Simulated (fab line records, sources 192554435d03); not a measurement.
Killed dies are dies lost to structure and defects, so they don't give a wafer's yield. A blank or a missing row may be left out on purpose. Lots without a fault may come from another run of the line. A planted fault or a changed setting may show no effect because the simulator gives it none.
fab line records | flow n5_finfet | part 1 of 2: steps 1 to 23 of 28
record lots=5 wafers=15 last_day=19
route steps=1938 shown BEOL_M6@1213
lots that met no fault: from a run of the same line without faults
start_h: hours from the record's first day to the start of the lot's first wafer shown | wait_h: hours since the lot's step before | " the same as in the row above | L1.1+2: a row that stands for several wafers | - no value, or no start given | * or withheld: withheld | < > ~ a bound
route shown NAME@n: a module of which the file shows steps, and the number in the route of the first | usual: mean/standard deviation of fault-free wafers | same: alike in all rows | chamber/n: place in a boat | sites: the reading at each site | _std_site: their standard deviation | _edge_site: outer sites' mean less inner sites' | radius_mm: how far each site lies from the wafer's centre | mask NAME#n: copy n | behind: the tool/chamber that last shaped the wafer | hold: why the lot was held/for how many hours/how that ended | device: the transistor (n, p or np) that didn't switch | end of line: the same wafers' tests at the end of the route | a step without rows: its recipe alone | killed: dies lost to structure and defects at the first sort, not the wafer's yield | map: a wafer's dies, x killed, . not, _ none there
set.NAME: the setting as run; set.NAME@STEP: as run at that earlier step | model.NAME: the simulator's own value behind a step, which no gauge read
lots at some steps of the route; a table a step, a row a wafer
services: from which hour (start_h, from the record's first day; less than 0 if before it) a tool's chamber was out of use, for how many hours, and why
## steps
# step N5_BEOL_M6_STRIP_68
# recipe chemistry=N2/H2 temp_c=40 n2_flow_sccm=200 h2_flow_sccm=200 rf_frequency_hz=6e+07
# columns lot.wafer tool chamber start_h wait_h
L076.2+3+6 rie_diel-03 1,3,1 240.12 0.1
L075.1+3+5 rie_diel-01 0,3,3 257.34 0.1
L087.3+4+6 rie_diel-03 1,0,2 305.17 0.1
L090.1+2+6 rie_diel-04 1,2,3 327.57 0.1
L097.1+4+5 rie_diel-03 3,1,2 369.75 0.1
# step N5_BEOL_M6_STRIP_67
# recipe chemistry=CF4 resist=SiARC power_w=300 bias_power_w=75 pressure_mtorr=50 cf4_flow_sccm=150 rf_frequency_hz=6e+07
# usual drypump_motor_current_A=5.9/0.5 oes_product_au=0.81/0.088 rf_vpp_V=271.1/1.9 showerhead_plenum_p_Torr=1.79/0.065 throttle_valve_pct=13.5/0.39
# columns lot.wafer tool chamber start_h wait_h drypump_motor_current_A oes_product_au rf_hours_counter_h rf_vpp_V showerhead_plenum_p_Torr throttle_valve_pct
L076.2 rie_diel-03 1 240.13 0.0 5.2 0.92 17 273.4 1.83 13.1
L076.3 " 3 " " 6.5 0.71 228 274.1 1.85 13.7
L076.6 " 1 " " 5.2 0.93 - 271.9 1.83 13.1
L075.1 rie_diel-01 0 257.35 0.0 6.4 0.70 220 272.9 1.85 13.9
L075.3 " 3 " " 5.9 0.86 63 269.2 1.75 13.2
L075.5 " 3 " " 6.0 0.87 - 268.9 1.75 13.2
L087.3 rie_diel-03 1 305.18 0.0 5.2 0.89 36 272.0 1.82 13.2
L087.4 " 0 " " 5.6 0.93 - 273.2 1.91 13.2
L087.6 " 2 " " 5.3 0.74 - 268.7 1.71 13.4
L090.1 rie_diel-04 1 327.58 0.0 6.4 0.83 66 271.5 1.80 13.2
L090.2 " 2 " " 5.6 0.68 242 268.6 1.71 14.0
L090.6 " 3 " " 5.2 0.88 - 273.5 1.89 13.1
L097.1 rie_diel-03 3 369.76 0.0 6.5 0.91 14 271.9 1.84 13.2
L097.4 " 1 " " 5.2 0.85 61 271.5 1.81 13.2
L097.5 " 2 " " 5.3 0.72 - 269.9 1.70 13.5
# step N5_BEOL_M6_HM_OPEN_17
# recipe chemistry=Cl2/BCl3 target_depth_a=200 overetch_a=60 target=TiN mask_material=SOC ion_energy_ev=150 pressure_mtorr=10 icp_w=1000 bias_w=126 Cl2_flow_sccm=53.25 bcl3_flow_sccm=21.75 Ar_flow_sccm=25
# usual drypump_motor_current_A=5.3/0.35 oes_product_au=0.69/0.062 throttle_valve_pct=22.12/0.26
# columns lot.wafer tool chamber start_h wait_h drypump_motor_current_A oes_product_au rf_hours_counter_h throttle_valve_pct
L076.2 rie_metal-01 1 240.20 0.1 5.6 0.83 - 22.46
L076.3 " 1 " " 5.6 0.83 - 22.46
L076.6 " 1 " " 5.6 0.82 - 22.47
L075.1 rie_metal-03 1 257.39 0.0 5.3 0.67 36 22.19
L075.3 " 1 " " 5.4 0.66 - 22.20
L075.5 " 1 " " 5.4 0.67 - 22.19
L087.3 rie_metal-02 0 305.25 0.1 5.9 0.66 - 21.68
L087.4 " 1 " " 5.1 0.72 - 22.15
L087.6 " 1 " " 5.1 0.71 - 22.17
L090.1 rie_metal-02 1 327.66 0.1 5.1 0.72 24 22.15
L090.2 " 0 " " 5.9 0.66 43 21.67
L090.6 " 1 " " 5.2 0.73 - 22.16
L097.1 rie_metal-03 1 369.80 0.0 5.4 0.64 49 22.23
L097.4 " 0 " " 5.0 0.68 - 21.97
L097.5 " 0 " " 5.0 0.69 - 21.97
# step N5_BEOL_M6_STRIP_19
# recipe chemistry=O2 power_w=400 temp_c=40 pressure_mtorr=30 rf_frequency_hz=6e+07 bias_power_w=0 overash_fraction=0.2 o2_flow_sccm=225
# usual drypump_motor_current_A=5.8/0.5 oes_product_au=0.80/0.096 rf_vpp_V=3.7/0.59 showerhead_plenum_p_Torr=2.10/0.08 throttle_valve_pct=16.6/0.36
# columns lot.wafer tool chamber start_h wait_h drypump_motor_current_A oes_product_au rf_hours_counter_h rf_vpp_V showerhead_plenum_p_Torr throttle_valve_pct
L076.2 rie_diel-04 2 240.43 0.2 5.6 0.70 210 3.6 2.01 17.0
L076.3 " 1 " " 6.4 0.89 27 4.4 2.14 16.3
L076.6 " 2 " " 5.6 0.70 - 3.6 2.01 17.1
L075.1 rie_diel-04 3 257.50 0.1 5.2 0.96 3 3.5 2.24 16.2
L075.3 " 1 " " 6.4 0.88 35 5.0 2.14 16.3
L075.5 " 0 " " 6.0 0.72 - 2.5 2.11 17.2
L087.3 rie_diel-04 0 305.33 0.1 6.0 0.71 186 4.8 2.10 17.2
L087.4 " 1 " " 6.4 0.84 57 3.5 2.13 16.4
L087.6 " 3 " " 5.1 0.91 - 4.3 2.23 16.2
L090.1 rie_diel-03 0 327.77 0.1 5.6 0.92 21 4.3 2.24 16.4
L090.2 " 2 " " 5.3 0.71 181 4.5 2.01 16.5
L090.6 " 0 " " 5.7 0.92 - 4.1 2.25 16.4
L097.1 rie_diel-01 2 369.91 0.1 6.5 0.70 219 3.9 2.00 17.3
L097.4 " 0 " " 6.4 0.99 5 3.6 2.14 16.6
L097.5 " 3 " " 5.9 0.83 - 2.8 2.03 16.4
# step N5_BEOL_M6_CD_MEAS_18
# recipe pitch_nm=80 target_cd_nm=40
# usual cd_nm=40.1/0.58
# columns lot.wafer tool chamber start_h wait_h cd_nm
L076.2 cd_sem-01 - 240.50 0.1 40.5
L076.3 " - " " 40.5
L076.6 " - " " 40.3
L075.1 cd_sem-03 - 257.57 0.0 40.6
L075.3 " - " " 40.1
L075.5 " - " " 39.5
L087.3 cd_sem-01 - 305.40 0.1 39.6
L087.4 " - " " 39.8
L087.6 " - " " 40.0
L090.1 cd_sem-03 - 327.84 0.0 40.1
L090.2 " - " " 39.7
L090.6 " - " " 39.7
L097.1 cd_sem-02 - 369.98 0.0 39.7
L097.4 " - " " 39.6
L097.5 " - " " 39.6
# step N5_BEOL_M6_COAT_63
# recipe resist=SOC temp_c=250 time_s=60 spin_rpm=1500 resist_thk_nm=60
# columns lot.wafer tool chamber start_h wait_h
L076.2+3+6 litho_track-02 0 240.53 0.0
L075.1+3+5 litho_track-04 0 258.79 1.2
L087.3+4+6 litho_track-02 0 306.33 0.9
L090.1+2+6 litho_track-03 0 329.71 1.9
L097.1+4+5 litho_track-03 0 370.02 0.0
# step N5_BEOL_M6_COAT_64
# recipe resist=SiARC temp_c=220 time_s=60 spin_rpm=1500 resist_thk_nm=12
# columns lot.wafer tool chamber start_h wait_h
L076.2+3+6 litho_track-02 0 - -
L075.1+3+5 litho_track-04 0 - -
L087.3+4+6 litho_track-02 0 - -
L090.1+2+6 litho_track-03 0 - -
L097.1+4+5 litho_track-03 0 - -
# step N5_BEOL_M6_COAT_71
# recipe resist=underlayer temp_c=205 time_s=60 spin_rpm=1500 resist_thk_nm=5
# columns lot.wafer tool chamber start_h wait_h
L076.2+3+6 litho_track-02 0 - -
L075.1+3+5 litho_track-04 0 - -
L087.3+4+6 litho_track-02 0 - -
L090.1+2+6 litho_track-03 0 - -
L097.1+4+5 litho_track-03 0 - -
# step N5_BEOL_M6_COAT_22
# recipe resist=CAR-EUV spin_rpm=1500 resist_thk_nm=30
# columns lot.wafer tool chamber start_h wait_h
L076.2+3+6 litho_track-02 0 - -
L075.1+3+5 litho_track-04 0 - -
L087.3+4+6 litho_track-02 0 - -
L090.1+2+6 litho_track-03 0 - -
L097.1+4+5 litho_track-03 0 - -
# step N5_BEOL_M6_EBR_24
# recipe solvent=PGMEA ebr_width_mm=1.5
# columns lot.wafer tool chamber start_h wait_h
L076.2+3+6 litho_track-02 0 - -
L075.1+3+5 litho_track-04 0 - -
L087.3+4+6 litho_track-02 0 - -
L090.1+2+6 litho_track-03 0 - -
L097.1+4+5 litho_track-03 0 - -
# step N5_BEOL_M6_SOFTBAKE_23
# recipe temp_c=110 time_s=60 resist=CAR-EUV
# columns lot.wafer tool chamber start_h wait_h
L076.2+3+6 litho_track-02 0 - -
L075.1+3+5 litho_track-04 0 - -
L087.3+4+6 litho_track-02 0 - -
L090.1+2+6 litho_track-03 0 - -
L097.1+4+5 litho_track-03 0 - -
# step N5_BEOL_M6_EXPOSE_25
# recipe mask_id=V5 na=0.33 source_shape=annular sigma_inner=0.4 sigma_outer=0.8 polarization=unpolarized target_cd_nm=40 dose_mj=45
# usual reticle_temp_C=22.99/0.11
# same na=0.33
# columns lot.wafer tool chamber start_h wait_h mask reticle_temp_C
L076.2 euv_scanner-02 0 240.80 - V5#0 23.02
L076.3 " 0 " " V5#0 23.03
L076.6 " 0 " " V5#0 22.89
L075.1 euv_scanner-02 0 259.05 - V5#0 22.87
L075.3 " 0 " " V5#0 22.98
L075.5 " 0 " " V5#0 22.95
L087.3 euv_scanner-01 0 306.65 - V5#0 23.04
L087.4 " 0 " " V5#0 23.12
L087.6 " 0 " " V5#0 23.00
L090.1 euv_scanner-02 0 329.84 - V5#0 22.96
L090.2 " 0 " " V5#0 22.97
L090.6 " 0 " " V5#0 22.89
L097.1 euv_scanner-02 0 370.16 - V5#0 23.14
L097.4 " 0 " " V5#0 22.97
L097.5 " 0 " " V5#0 22.94
# step N5_BEOL_M6_PEB_26
# recipe peb_temp_c=100 peb_time_s=60 resist=CAR-EUV
# columns lot.wafer tool chamber start_h wait_h
L076.2+3+6 litho_track-03 0 240.86 0.1
L075.1+3+5 litho_track-03 0 259.11 0.1
L087.3+4+6 litho_track-04 0 306.70 0.0
L090.1+2+6 litho_track-02 0 329.91 0.1
L097.1+4+5 litho_track-03 0 370.23 0.1
# step N5_BEOL_M6_DEVELOP_27
# recipe develop_time_s=30 developer=TMAH resist=CAR-EUV rinse_liquid=surfactant_rinse dry=air_spin dev_temp_c=23
# columns lot.wafer tool chamber start_h wait_h
L076.2+3+6 litho_track-03 0 - -
L075.1+3+5 litho_track-03 0 - -
L087.3+4+6 litho_track-04 0 - -
L090.1+2+6 litho_track-02 0 - -
L097.1+4+5 litho_track-03 0 - -
# step N5_BEOL_M6_CD_MEAS_28
# recipe target_cd_nm=40 landing_energy_ev=500 detector=se_inlens
# usual cd_nm=40.04/0.24
# columns lot.wafer tool chamber start_h wait_h cd_nm
L076.2 cd_sem-03 0 240.93 - 39.98
L076.3 " 0 " " 39.95
L076.6 " 0 " " 39.93
L075.1 cd_sem-01 0 259.18 - 39.91
L075.3 " 0 " " 40.17
L075.5 " 0 " " 40.40
L087.3 cd_sem-02 0 306.77 - 39.74
L087.4 " 0 " " 40.18
L087.6 " 0 " " 39.90
L090.1 cd_sem-03 0 329.98 - 39.67
L090.2 " 0 " " 39.78
L090.6 " 0 " " 40.39
L097.1 cd_sem-02 0 370.29 - 40.04
L097.4 " 0 " " 40.44
L097.5 " 0 " " 40.78
# step N5_BEOL_M6_OVL_MEAS_29
# recipe points_per_wafer=522
# usual V5_OVL=-0.2/0.67
# columns lot.wafer tool chamber start_h wait_h V5_OVL[nm]
L076.2 overlay-02 0 240.97 0.0 0.7
L076.3 " 0 " " 1.2
L076.6 " 0 " " 0.4
L075.1 overlay-01 0 259.21 0.0 0.0
L075.3 " 0 " " -0.1
L075.5 " 0 " " -0.2
L087.3 overlay-02 0 306.81 0.0 -1.0
L087.4 " 0 " " -0.5
L087.6 " 0 " " -0.2
L090.1 overlay-01 0 330.01 0.0 -0.3
L090.2 " 0 " " -1.6
L090.6 " 0 " " -0.9
L097.1 overlay-01 0 370.32 0.0 0.0
L097.4 " 0 " " -0.8
L097.5 " 0 " " 0.3
# step N5_BEOL_M6_INSPECT_30
# recipe mode=adi inspect_instrument=brightfield
# usual raw_defect_count=419/90
# columns lot.wafer tool chamber start_h wait_h raw_defect_count
L076.2 defect_inspect-01 - 241.02 0.0 632
L076.3 " - " " 449
L076.6 " - " " 489
L075.1 defect_inspect-02 - 259.27 0.1 463
L075.3 " - " " 364
L075.5 " - " " 318
L087.3 defect_inspect-02 - 306.86 0.0 428
L087.4 " - " " 398
L087.6 " - " " 441
L090.1 defect_inspect-02 - 330.07 0.1 381
L090.2 " - " " 385
L090.6 " - " " 384
L097.1 defect_inspect-02 - 370.38 0.1 443
L097.4 " - " " 421
L097.5 " - " " 343
# step N5_BEOL_M6_DESCUM_33
# recipe chemistry=O2 time_s=7 source_power_w=50 bias_power_w=20 pressure_mtorr=20 rf_frequency_hz=2.712e+07 temp_c=40 resist=CAR-EUV o2_flow_sccm=225
# usual drypump_motor_current_A=5.9/0.49 oes_product_au=0.80/0.096 rf_vpp_V=243.1/1.5 showerhead_plenum_p_Torr=2.10/0.079 throttle_valve_pct=20.4/0.37
# columns lot.wafer tool chamber start_h wait_h drypump_motor_current_A oes_product_au rf_hours_counter_h rf_vpp_V showerhead_plenum_p_Torr throttle_valve_pct
L076.2 rie_diel-01 0 241.54 0.5 6.4 0.70 213 244.0 2.15 20.7
L076.3 " 2 " " 6.5 0.75 172 242.7 2.02 21.0
L076.6 " 3 " " 5.9 0.89 - 241.8 2.05 20.1
L075.1 rie_diel-04 1 259.64 0.4 6.4 0.88 36 244.8 2.13 20.1
L075.3 " 2 " " 5.6 0.69 219 240.0 2.00 20.8
L075.5 " 0 " " 6.0 0.71 - 243.6 2.10 21.0
L087.3 rie_diel-03 2 307.37 0.5 5.3 0.71 172 243.0 2.01 20.2
L087.4 " 0 " " 5.6 0.93 - 245.8 2.24 20.2
L087.6 " 2 " " 5.3 0.72 - 242.1 2.01 20.2
L090.1 rie_diel-03 3 330.10 0.0 6.5 0.97 0 243.7 2.15 20.1
L090.2 " 1 " " 5.2 0.86 46 243.9 2.13 20.1
L090.6 " 3 " " 6.5 0.97 - 244.0 2.15 20.0
L097.1 rie_diel-04 0 370.77 0.4 6.0 0.68 210 243.3 2.09 21.0
L097.4 " 1 " " 6.4 0.80 84 242.9 2.12 20.2
L097.5 " 1 " " 6.4 0.81 - 242.8 2.12 20.2
# step N5_BEOL_M6_ETCH_72
# recipe chemistry=N2/H2 target=underlayer target_depth_a=65 mask_material=CAR-EUV time_s=5.2 ion_energy_ev=200 pressure_mtorr=30 source_w=840 bias_w=150 n2_flow_sccm=200 h2_flow_sccm=200 ends=cleared
# usual drypump_motor_current_A=5.9/0.49 etch_rf_on_time_s=5.25/0.1 oes_product_au=0.68/0.078 rf_vpp_V=524/3 showerhead_plenum_p_Torr=2.54/0.1 throttle_valve_pct=17.8/0.38
# columns lot.wafer tool chamber start_h wait_h drypump_motor_current_A etch_rf_on_time_s oes_product_au rf_hours_counter_h rf_vpp_V showerhead_plenum_p_Torr throttle_valve_pct
L076.2 rie_diel-01 0 241.57 0.0 6.4 5.32 0.59 213 526 2.61 18.1
L076.3 " 2 " " 6.6 5.24 0.63 172 520 2.43 18.3
L076.6 " 3 " " 5.9 5.06 0.76 - 522 2.46 17.3
L075.1 rie_diel-04 1 259.67 0.0 6.4 5.26 0.74 36 527 2.60 17.6
L075.3 " 2 " " 5.6 5.23 0.59 219 521 2.41 18.1
L075.5 " 0 " " 6.0 5.28 0.62 - 524 2.54 18.3
L087.3 rie_diel-03 2 307.41 0.0 5.3 5.26 0.62 172 519 2.43 17.6
L087.4 " 0 " " 5.6 5.24 0.80 - 530 2.73 17.6
L087.6 " 2 " " 5.3 5.19 0.62 - 521 2.43 17.6
L090.1 rie_diel-03 3 330.13 0.0 6.5 5.24 0.83 0 525 2.61 17.5
L090.2 " 1 " " 5.2 5.31 0.73 46 522 2.59 17.5
L090.6 " 3 " " 6.5 5.27 0.82 - 525 2.61 17.6
L097.1 rie_diel-04 0 370.81 0.0 6.0 5.44 0.58 210 522 2.52 18.4
L097.4 " 1 " " 6.4 5.33 0.67 84 525 2.58 17.7
L097.5 " 1 " " 6.4 5.41 0.67 - 524 2.58 17.7
# step N5_BEOL_M6_ETCH_65
# recipe chemistry=CF4 target=SiARC target_depth_a=156 mask_material=CAR-EUV time_s=26 ion_energy_ev=80 pressure_mtorr=40 source_w=545 bias_w=36 Ar_flow_sccm=100 cf4_flow_sccm=100 ends=cleared
# usual drypump_motor_current_A=5.9/0.49 etch_rf_on_time_s=26.3/0.43 oes_product_au=0.68/0.078 rf_vpp_V=184.0/1.3 showerhead_plenum_p_Torr=2.14/0.078 throttle_valve_pct=15.6/0.36
# columns lot.wafer tool chamber start_h wait_h drypump_motor_current_A etch_rf_on_time_s oes_product_au rf_hours_counter_h rf_vpp_V showerhead_plenum_p_Torr throttle_valve_pct
L076.2 rie_diel-01 0 241.59 0.0 6.4 26.4 0.60 213 185.3 2.21 16.0
L076.3 " 2 " " 6.6 25.9 0.64 172 183.0 2.05 16.0
L076.6 " 3 " " 6.0 25.3 0.77 - 183.2 2.09 15.2
L075.1 rie_diel-04 1 259.69 0.0 6.4 26.6 0.73 36 183.2 2.17 15.2
L075.3 " 2 " " 5.6 26.4 0.60 219 183.7 2.04 16.0
L075.5 " 0 " " 6.0 26.4 0.62 - 184.7 2.14 16.0
L087.3 rie_diel-03 2 307.42 0.0 5.3 25.9 0.63 172 182.4 2.05 15.4
L087.4 " 0 " " 5.6 26.0 0.80 - 185.0 2.28 15.2
L087.6 " 2 " " 5.3 26.1 0.63 - 182.2 2.05 15.4
L090.1 rie_diel-03 3 330.15 0.0 6.5 25.9 0.84 0 184.2 2.19 15.2
L090.2 " 1 " " 5.2 26.4 0.74 46 184.9 2.17 15.2
L090.6 " 3 " " 6.5 25.9 0.84 - 184.4 2.19 15.2
L097.1 rie_diel-04 0 370.82 0.0 6.0 27.0 0.58 210 182.5 2.12 16.1
L097.4 " 1 " " 6.4 27.3 0.67 84 184.1 2.16 15.3
L097.5 " 1 " " 6.4 26.8 0.68 - 183.0 2.16 15.3
# step N5_BEOL_M6_ETCH_66
# recipe chemistry=N2/H2 target=SOC target_depth_a=800 overetch_a=160 mask_material=SiARC temp_c=40 time_s=120 ion_energy_ev=200 pressure_mtorr=30 source_w=840 bias_w=150 n2_flow_sccm=200 h2_flow_sccm=200
# usual drypump_motor_current_A=5.9/0.49 oes_product_au=0.62/0.067 rf_vpp_V=523.7/2.9 showerhead_plenum_p_Torr=2.54/0.1 throttle_valve_pct=17.8/0.38
# columns lot.wafer tool chamber start_h wait_h drypump_motor_current_A oes_product_au rf_hours_counter_h rf_vpp_V showerhead_plenum_p_Torr throttle_valve_pct
L076.2 rie_diel-01 0 241.62 0.0 6.4 0.55 213 526.4 2.61 18.1
L076.3 " 2 " " 6.6 0.57 172 520.5 2.43 18.3
L076.6 " 3 " " 6.0 0.67 - 522.9 2.45 17.2
L075.1 rie_diel-04 1 259.72 0.0 6.4 0.67 36 525.5 2.60 17.6
L075.3 " 2 " " 5.6 0.54 219 520.2 2.41 18.1
L075.5 " 0 " " 6.0 0.57 - 524.0 2.54 18.3
L087.3 rie_diel-03 2 307.45 0.0 5.3 0.56 172 520.1 2.43 17.6
L087.4 " 0 " " 5.7 0.72 - 529.8 2.73 17.6
L087.6 " 2 " " 5.3 0.56 - 520.6 2.43 17.6
L090.1 rie_diel-03 3 330.18 0.0 6.5 0.75 0 525.8 2.61 17.5
L090.2 " 1 " " 5.2 0.66 46 526.1 2.59 17.5
L090.6 " 3 " " 6.5 0.75 - 528.0 2.61 17.5
L097.1 rie_diel-04 0 370.85 0.0 6.0 0.54 210 522.2 2.52 18.4
L097.4 " 1 " " 6.4 0.63 84 524.0 2.58 17.7
L097.5 " 1 " " 6.4 0.61 - 525.6 2.58 17.6
# step N5_BEOL_M6_STRIP_69
# recipe chemistry=N2/H2 temp_c=40 n2_flow_sccm=200 h2_flow_sccm=200 rf_frequency_hz=6e+07
# columns lot.wafer tool chamber start_h wait_h
L076.2+3+6 rie_diel-01 0,2,3 241.70 0.0
L075.1+3+5 rie_diel-04 1,2,0 259.80 0.0
L087.3+4+6 rie_diel-03 2,0,2 307.53 0.0
L090.1+2+6 rie_diel-03 3,1,3 330.26 0.0
L097.1+4+5 rie_diel-04 0,1,1 370.93 0.0
# step N5_BEOL_M6_STRIP_73
# recipe chemistry=N2/H2 temp_c=40 n2_flow_sccm=200 h2_flow_sccm=200 rf_frequency_hz=6e+07
# columns lot.wafer tool chamber start_h wait_h
L076.2+3+6 rie_diel-01 0,2,3 241.71 0.0
L075.1+3+5 rie_diel-04 1,2,0 259.81 0.0
L087.3+4+6 rie_diel-03 2,0,2 307.54 0.0
L090.1+2+6 rie_diel-03 3,1,3 330.27 0.0
L097.1+4+5 rie_diel-04 0,1,1 370.94 0.0
